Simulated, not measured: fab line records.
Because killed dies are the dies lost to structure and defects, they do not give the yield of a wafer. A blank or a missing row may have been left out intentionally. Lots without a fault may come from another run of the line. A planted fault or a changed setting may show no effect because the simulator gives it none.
Problem report, 8D (eight disciplines) form, completed by code    flow n5_finfet    the parts of the form that need people (team, actions taken, sign-off) are left out

1. THE ISSUE
oes_product_au at N5_BEOL_M11_HM_OPEN_17 reads a mean of 0.30 a.u. on 3 wafers of 3 lots; wafers without a fault read 0.71 a.u. with a standard deviation of 0.065. Measured from the usual mean, that is -6.3 standard deviations.
The step: chemistry Cl2/BCl3, target TiN, target depth 20 nm, overetch 6 nm.
Seen first at day 15 05:05 on rie_metal-01, wafer L479.5. Wafers with a number at this step in the record: 25, from 9 lots. By rule, "out" or "out of limits" means more than 4 standard deviations away from the usual mean. The rest of the wafers with a number are treated as sound.

2. WHAT IT IS; WHAT IT IS NOT
question                     is                          is not
which readings at this step  oes_product_au              drypump_motor_current_A
which lots                   L479, L480, L481            L468, L476, L478, L488, L489, L491
which wafers of those lots   L479.5, L480.4, L481.5      L479.6, L480.1, L481.2, L481.3
read on which tools          rie_metal-01, rie_metal-03  rie_metal-02
when                         from day 15 05:05           up to then (10 sound wafers); but 12 sound wafers of L480, L481, L488, L489, L491 came after

3. SUSPECTS, AND WHAT RULES EACH OUT
Counting: a tool at a process step up to the reading stays a suspect if it ran every lot that is out. Sound lots after the first of them don't rule it out here, since some wafers of a struck lot are sound.
- rie_diel-02 at N5_BEOL_M11_ETCH_62 (etches SOC in N2/H2, target depth 110 nm, overetch 22 nm, time 165 s): kept. Ran every lot that is out, first one L479 (day 15 04:55); last sound lot up to then L478 (day 14 08:46).
Remaining after the count: rie_diel-02 at N5_BEOL_M11_ETCH_62.

4. THE CAUSE (what the simulator had put in)
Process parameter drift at N5_BEOL_M11_ETCH_62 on rie_diel-02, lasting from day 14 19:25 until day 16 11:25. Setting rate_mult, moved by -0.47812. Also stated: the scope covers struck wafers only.
After counting, this tool was the only one left.

5. THE EFFECT CHAIN, in route order
Rows list readings where the struck wafers' mean (over those with a number) sits beyond 3 standard deviations from the usual. Only readings for which the record gives a usual standard deviation are gone through. hours: the time from each lot's start at the first step in this table that gives one to its start at this step, as a median over the lots. sigmas: the change in usual standard deviations.
hours  step                     reading               usual      on struck wafers  change  sigmas
0      N5_BEOL_M11_HM_OPEN_17   oes_product_au        0.71 a.u.  0.30              -0.41   -6.3
44     N5_PASSIVATION_PROBE_49  defect_limited_yield  91.2 %     0.0               -91.2   -70
44     N5_PASSIVATION_PROBE_49  killed_at_M4_up       14         1081              +1067   +99 or more
44     N5_PASSIVATION_PROBE_49  killed_dies           104        1180              +1076   +72
44     N5_PASSIVATION_PROBE_49  killed_on_rim         14         152               +138    +37
44     N5_PASSIVATION_PROBE_49  sort_bin_5_function   5.2 %      96.1              +90.9   +99 or more
44     N5_PASSIVATION_PROBE_49  sort_n_pass           1076       0                 -1076   -72
44     N5_PASSIVATION_PROBE_49  sort_yield_pct        91.2 %     0.0               -91.2   -70
Here are the process steps it includes:
- N5_BEOL_M11_HM_OPEN_17: chemistry Cl2/BCl3, target TiN, target depth 20 nm, overetch 6 nm.
- N5_PASSIVATION_PROBE_49
Readings that are blank on the struck wafers while sound wafers have them: cd_nm at N5_BEOL_M11_CD_MEAS_18; trench_depth_nm at N5_BEOL_M11_OCD_MEAS_38.

6. HOW IT WOULD HAVE BEEN CAUGHT EARLIER
In this record the first reading out of limits was taken at day 15 05:05, 10 hours after the fault began at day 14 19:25.
Tool readings at N5_BEOL_M11_ETCH_62 with a usual standard deviation given in the record: none out on any struck wafer, hence no alarm at a limit of 4 standard deviations on them.
L480, L481, from the lots that are out (3), started N5_BEOL_M11_ETCH_62 on rie_diel-02 later than day 15 05:05. A hold on the tool at that time would have spared those 2.
